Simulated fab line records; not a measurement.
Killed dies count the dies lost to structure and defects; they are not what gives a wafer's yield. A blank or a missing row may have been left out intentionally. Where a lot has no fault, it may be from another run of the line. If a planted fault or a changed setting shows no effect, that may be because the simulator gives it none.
Matching of chambers :: flow n5-finfet :: N5_MOL_CONTACT_COAG_ETCHBACK_136 on rie-diel-02: 4 sister chambers
The step etches SiO2 in CHF3, target depth 25 nm, time 16.7 s. 20 wafers are shown with their chamber, then 10 later ones without.

== WAFERS PAIRED WITH THEIR CHAMBERS ==
wafer: L074.1
chamber: 2
drypump-motor-current-A (A): 6.5
showerhead-plenum-p-Torr (Torr): 2.29
rf-vpp-V (V): 539

wafer: L074.5
chamber: 3
drypump-motor-current-A (A): 6.8
showerhead-plenum-p-Torr (Torr): 2.51
rf-vpp-V (V): 523

wafer: L074.6
chamber: 2
drypump-motor-current-A (A): 6.5
showerhead-plenum-p-Torr (Torr): 2.28
rf-vpp-V (V): 538

wafer: L081.2
chamber: 2
drypump-motor-current-A (A): 6.5
showerhead-plenum-p-Torr (Torr): 2.28
rf-vpp-V (V): 538

wafer: L081.5
chamber: 3
drypump-motor-current-A (A): 6.8
showerhead-plenum-p-Torr (Torr): 2.51
rf-vpp-V (V): 524

wafer: L081.6
chamber: 2
drypump-motor-current-A (A): 6.5
showerhead-plenum-p-Torr (Torr): 2.28
rf-vpp-V (V): 538

wafer: L083.1
chamber: 0
drypump-motor-current-A (A): 5.3
showerhead-plenum-p-Torr (Torr): 2.54
rf-vpp-V (V): 530

wafer: L083.4
chamber: 1
drypump-motor-current-A (A): 5.6
showerhead-plenum-p-Torr (Torr): 2.32
rf-vpp-V (V): 518

wafer: L083.5
chamber: 3
drypump-motor-current-A (A): 6.8
showerhead-plenum-p-Torr (Torr): 2.50
rf-vpp-V (V): 524

wafer: L085.1
chamber: 3
drypump-motor-current-A (A): 6.8
showerhead-plenum-p-Torr (Torr): 2.50
rf-vpp-V (V): 523

wafer: L085.4
chamber: 1
drypump-motor-current-A (A): 5.6
showerhead-plenum-p-Torr (Torr): 2.32
rf-vpp-V (V): 517

wafer: L085.5
chamber: 3
drypump-motor-current-A (A): 6.8
showerhead-plenum-p-Torr (Torr): 2.50
rf-vpp-V (V): 525

wafer: L088.3
chamber: 0
drypump-motor-current-A (A): 5.3
showerhead-plenum-p-Torr (Torr): 2.53
rf-vpp-V (V): 529

wafer: L088.4
chamber: 2
drypump-motor-current-A (A): 6.5
showerhead-plenum-p-Torr (Torr): 2.27
rf-vpp-V (V): 538

wafer: L088.5
chamber: 1
drypump-motor-current-A (A): 5.6
showerhead-plenum-p-Torr (Torr): 2.32
rf-vpp-V (V): 517

wafer: L091.2
chamber: 3
drypump-motor-current-A (A): 6.8
showerhead-plenum-p-Torr (Torr): 2.50
rf-vpp-V (V): 524

wafer: L091.3
chamber: 1
drypump-motor-current-A (A): 5.7
showerhead-plenum-p-Torr (Torr): 2.32
rf-vpp-V (V): 515

wafer: L091.4
chamber: 0
drypump-motor-current-A (A): 5.3
showerhead-plenum-p-Torr (Torr): 2.53
rf-vpp-V (V): 529

wafer: L093.1
chamber: 0
drypump-motor-current-A (A): 5.3
showerhead-plenum-p-Torr (Torr): 2.53
rf-vpp-V (V): 529

wafer: L093.3
chamber: 2
drypump-motor-current-A (A): 6.5
showerhead-plenum-p-Torr (Torr): 2.27
rf-vpp-V (V): 537

SIGNATURES (means of the wafers above)
reading: drypump-motor-current-A
chamber 0: 5.300
chamber 1: 5.625
chamber 2: 6.500
chamber 3: 6.800
scatter within a chamber: 0.0217

reading: showerhead-plenum-p-Torr
chamber 0: 2.5325
chamber 1: 2.3200
chamber 2: 2.2783
chamber 3: 2.5033
scatter within a chamber: 0.00554

reading: rf-vpp-V
chamber 0: 529.25
chamber 1: 516.75
chamber 2: 538.00
chamber 3: 523.83
scatter within a chamber: 0.804
Rule: for each reading, subtract the chamber's mean from the wafer's reading, divide by that reading's scatter and square the result; add these up over the readings and take the root, which gives the wafer's distance from the chamber. The wafer belongs to the nearest chamber; if the next one is less than 2 further off, it can't be placed. The scatter: the root of (the sum of the squares of (reading less its chamber's mean) over the shown wafers, divided by (wafers less chambers)).

== WAFERS MISSING THEIR CHAMBER ==
wafer: L093.4
drypump-motor-current-A (A): 5.6
showerhead-plenum-p-Torr (Torr): 2.32
rf-vpp-V (V): 515

wafer: L095.1
drypump-motor-current-A (A): 5.3
showerhead-plenum-p-Torr (Torr): 2.53
rf-vpp-V (V): 528

wafer: L095.4
drypump-motor-current-A (A): 5.7
showerhead-plenum-p-Torr (Torr): 2.31
rf-vpp-V (V): 518

wafer: L095.6
drypump-motor-current-A (A): 5.3
showerhead-plenum-p-Torr (Torr): 2.53
rf-vpp-V (V): 529

wafer: L096.3
drypump-motor-current-A (A): 6.5
showerhead-plenum-p-Torr (Torr): 2.27
rf-vpp-V (V): 538

wafer: L096.4
drypump-motor-current-A (A): 5.7
showerhead-plenum-p-Torr (Torr): 2.31
rf-vpp-V (V): 517

wafer: L096.5
drypump-motor-current-A (A): 6.8
showerhead-plenum-p-Torr (Torr): 2.49
rf-vpp-V (V): 523

wafer: L097.3
drypump-motor-current-A (A): 5.6
showerhead-plenum-p-Torr (Torr): 2.31
rf-vpp-V (V): 518

wafer: L097.4
drypump-motor-current-A (A): 6.8
showerhead-plenum-p-Torr (Torr): 2.49
rf-vpp-V (V): 524

wafer: L097.6
drypump-motor-current-A (A): 5.7
showerhead-plenum-p-Torr (Torr): 2.31
rf-vpp-V (V): 517

== EACH ONE'S CHAMBER ==
wafer: L093.4
from the rows above: 1
in truth: 1

wafer: L095.1
from the rows above: 0
in truth: 0

wafer: L095.4
from the rows above: 1
in truth: 1

wafer: L095.6
from the rows above: 0
in truth: 0

wafer: L096.3
from the rows above: 2
in truth: 2

wafer: L096.4
from the rows above: 1
in truth: 1

wafer: L096.5
from the rows above: 3
in truth: 3

wafer: L097.3
from the rows above: 1
in truth: 1

wafer: L097.4
from the rows above: 3
in truth: 3

wafer: L097.6
from the rows above: 1
in truth: 1
Placed correctly: 10 of 10. Number that these rows cannot place: 0. Placed wrongly: 0.
